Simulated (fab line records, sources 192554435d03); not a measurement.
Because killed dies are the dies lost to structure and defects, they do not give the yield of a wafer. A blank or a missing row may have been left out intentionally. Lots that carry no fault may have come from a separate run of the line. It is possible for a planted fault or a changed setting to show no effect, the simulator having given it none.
Chamber matching | flow n5_finfet | N5_BEOL_M7_ETCH_72 on rie_diel-04: 4 sister chambers
The step etches underlayer in N2/H2, target depth 6.5 nm, time 5.2 s. 22 wafers are shown with their chamber, then 11 later ones without.

== WAFERS PAIRED WITH THEIR CHAMBERS ==
wafer  | chamber | showerhead_plenum_p_Torr (Torr) | drypump_motor_current_A (A) | throttle_valve_pct (%)
L076.2 | 2       | 2.63                            | 5.7                         | 18.10
L076.3 | 0       | 2.50                            | 5.6                         | 18.07
L076.6 | 0       | 2.50                            | 5.6                         | 18.06
L080.2 | 0       | 2.50                            | 5.6                         | 18.07
L080.3 | 1       | 2.63                            | 6.3                         | 17.59
L080.4 | 3       | 2.62                            | 5.7                         | 17.33
L079.1 | 3       | 2.62                            | 5.7                         | 17.34
L079.3 | 1       | 2.63                            | 6.3                         | 17.59
L079.5 | 3       | 2.62                            | 5.7                         | 17.33
L078.1 | 3       | 2.62                            | 5.7                         | 17.36
L078.2 | 2       | 2.62                            | 5.7                         | 18.07
L078.6 | 1       | 2.63                            | 6.3                         | 17.59
L081.1 | 1       | 2.63                            | 6.3                         | 17.60
L081.3 | 2       | 2.62                            | 5.7                         | 18.12
L081.6 | 2       | 2.62                            | 5.7                         | 18.10
L082.2 | 3       | 2.62                            | 5.7                         | 17.37
L082.3 | 2       | 2.62                            | 5.7                         | 18.10
L082.6 | 0       | 2.50                            | 5.6                         | 18.09
L085.2 | 3       | 2.62                            | 5.7                         | 17.37
L085.5 | 1       | 2.63                            | 6.3                         | 17.61
L085.6 | 2       | 2.62                            | 5.8                         | 18.11
L087.2 | 0       | 2.50                            | 5.6                         | 18.10

SIGNATURES (averages over the wafers above)
reading                  | chamber 0 | chamber 1 | chamber 2 | chamber 3 | scatter within a chamber
showerhead_plenum_p_Torr | 2.5000    | 2.6300    | 2.6217    | 2.6200    | 0.00215
drypump_motor_current_A  | 5.600     | 6.300     | 5.717     | 5.700     | 0.0215
throttle_valve_pct       | 18.0780   | 17.5960   | 18.1000   | 17.3500   | 0.016
Rule: for each reading, subtract the chamber's mean from the wafer's reading, divide by that reading's scatter and square the result; add these up over the readings and take the root, which gives the wafer's distance from the chamber. The wafer belongs to the nearest chamber; if the next one is less than 2 further off, it can't be placed. The scatter: take each reading less its chamber's mean, square it, sum over the shown wafers, divide by the number of wafers less the number of chambers, and take the root.

== WAFERS WITHOUT THEIR CHAMBER ==
wafer  | showerhead_plenum_p_Torr (Torr) | drypump_motor_current_A (A) | throttle_valve_pct (%)
L087.4 | 2.62                            | 5.7                         | 18.13
L087.6 | 2.63                            | 6.3                         | 17.64
L088.1 | 2.61                            | 5.7                         | 17.37
L088.5 | 2.50                            | 5.6                         | 18.09
L088.6 | 2.62                            | 6.3                         | 17.66
L092.1 | 2.49                            | 5.6                         | 18.09
L092.2 | 2.62                            | 6.3                         | 17.64
L092.4 | 2.62                            | 5.7                         | 18.12
L097.1 | 2.61                            | 5.7                         | 18.14
L097.4 | 2.62                            | 6.3                         | 17.65
L097.6 | 2.62                            | 6.3                         | 17.64

== WHICH CHAMBER EACH WENT THROUGH ==
wafer  | from the rows above | in truth
L087.4 | 2                   | 2
L087.6 | 1                   | 1
L088.1 | 3                   | 3
L088.5 | 0                   | 0
L088.6 | 1                   | 1
L092.1 | 0                   | 0
L092.2 | 1                   | 1
L092.4 | 2                   | 2
L097.1 | 2                   | 2
L097.4 | 1                   | 1
L097.6 | 1                   | 1
Correctly placed: 11 of 11. Not placeable from these rows: 0. Wrongly placed: 0.
